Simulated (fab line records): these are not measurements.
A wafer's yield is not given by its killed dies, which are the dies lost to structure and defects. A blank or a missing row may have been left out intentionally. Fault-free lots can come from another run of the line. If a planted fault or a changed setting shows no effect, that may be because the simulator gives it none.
Chamber matching -- flow nand_harc -- NHARC_P_M1_PRE_CLEAN_32 on pecvd-04: 3 sister chambers
The step time 12 s. 6 wafers are shown with their chamber, then 10 later ones without.

== WAFERS WITH THEIR CHAMBER ==
wafer,chamber,heater_power_w (W)
L082.2,1,563
L082.4,1,576
L081.2,2,630
L084.1,2,539
L083.3,0,567
L083.5,0,556

== WAFERS WHOSE CHAMBER IS MISSING ==
wafer,heater_power_w (W)
L083.6,611
L092.2,611
L092.5,619
L092.6,594
L094.1,612
L094.5,589
L094.6,601
L095.1,664
L095.2,556
L095.6,557

== THE CHAMBER EACH PASSED THROUGH ==
wafer,from the rows above,in truth
L083.6,can't be placed: 2 or 1 or 0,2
L092.2,can't be placed: 2 or 1 or 0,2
L092.5,can't be placed: 2 or 1 or 0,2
L092.6,can't be placed: 2 or 1 or 0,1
L094.1,can't be placed: 2 or 1 or 0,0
L094.5,can't be placed: 2 or 1 or 0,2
L094.6,can't be placed: 2 or 1 or 0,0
L095.1,can't be placed: 2 or 1 or 0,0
L095.2,can't be placed: 0 or 1 or 2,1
L095.6,can't be placed: 0 or 1 or 2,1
Placed correctly: 0 of 10. Not placeable from these rows: 10 (in 10, the candidates include the true chamber). Number placed wrongly: 0.
How it was worked out, from the rows above alone: a wafer's distance from a chamber is the root of the sum, over the readings, of the square of ((its reading less the chamber's mean) divided by the reading's scatter). The wafer belongs to the nearest chamber; if the next one is less than 2 further off, it can't be placed. A chamber's mean is the mean of its shown wafers. The scatter is the square root of a quotient: the sum, over the shown wafers, of each reading's squared deviation from its chamber's mean, divided by wafers minus chambers.
